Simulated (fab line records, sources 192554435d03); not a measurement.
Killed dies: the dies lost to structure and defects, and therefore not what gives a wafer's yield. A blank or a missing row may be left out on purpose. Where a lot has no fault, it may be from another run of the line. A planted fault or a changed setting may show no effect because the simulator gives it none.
Matching of chambers | flow n5 finfet | 4 sister chambers for N5_MOL_CONTACT_COAG_STRIP_96 on rie diel-03
The step strips in N2/H2. 8 wafers are shown with their chamber, then 7 later ones without.

== WAFERS WITH THEIR CHAMBER ==
wafer  | chamber | drypump motor current A (A) | throttle valve pct (%)
L074.5 | 0       | 5.9                         | 18.69
L077.2 | 1       | 5.4                         | 18.60
L077.6 | 2       | 5.3                         | 18.98
L087.1 | 0       | 5.9                         | 18.69
L087.3 | 2       | 5.3                         | 19.02
L087.5 | 3       | 5.2                         | 19.15
L091.3 | 3       | 5.2                         | 19.17
L091.4 | 1       | 5.3                         | 18.65

== WAFERS MISSING THEIR CHAMBER ==
wafer  | drypump motor current A (A) | throttle valve pct (%)
L091.5 | 5.3                         | 18.62
L093.1 | 5.3                         | 19.07
L093.4 | 5.3                         | 19.18
L093.5 | 5.9                         | 18.72
L097.2 | 5.2                         | 19.18
L097.3 | 5.3                         | 18.66
L097.5 | 5.8                         | 18.74

== THE CHAMBER EACH PASSED THROUGH ==
wafer  | from the rows above     | in truth
L091.5 | 1                       | 1
L093.1 | can't be placed: 2 or 3 | 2
L093.4 | 3                       | 3
L093.5 | 0                       | 0
L097.2 | 3                       | 3
L097.3 | 1                       | 1
L097.5 | 0                       | 0
6 of 7 placed correctly. Not placeable from these rows: 1 (in 1, the candidates include the true chamber). Wrongly placed: 0.
How it was worked out, from the rows above alone: a wafer's distance from a chamber is the root of the sum, over the readings, of the square of ((its reading less the chamber's mean) divided by the reading's scatter). The wafer belongs to the nearest chamber; if the next one is less than 2 further off, it can't be placed. A chamber's mean is the mean of its shown wafers. The scatter: the root of (the sum of the squares of (reading less its chamber's mean) over the shown wafers, divided by (wafers less chambers)).
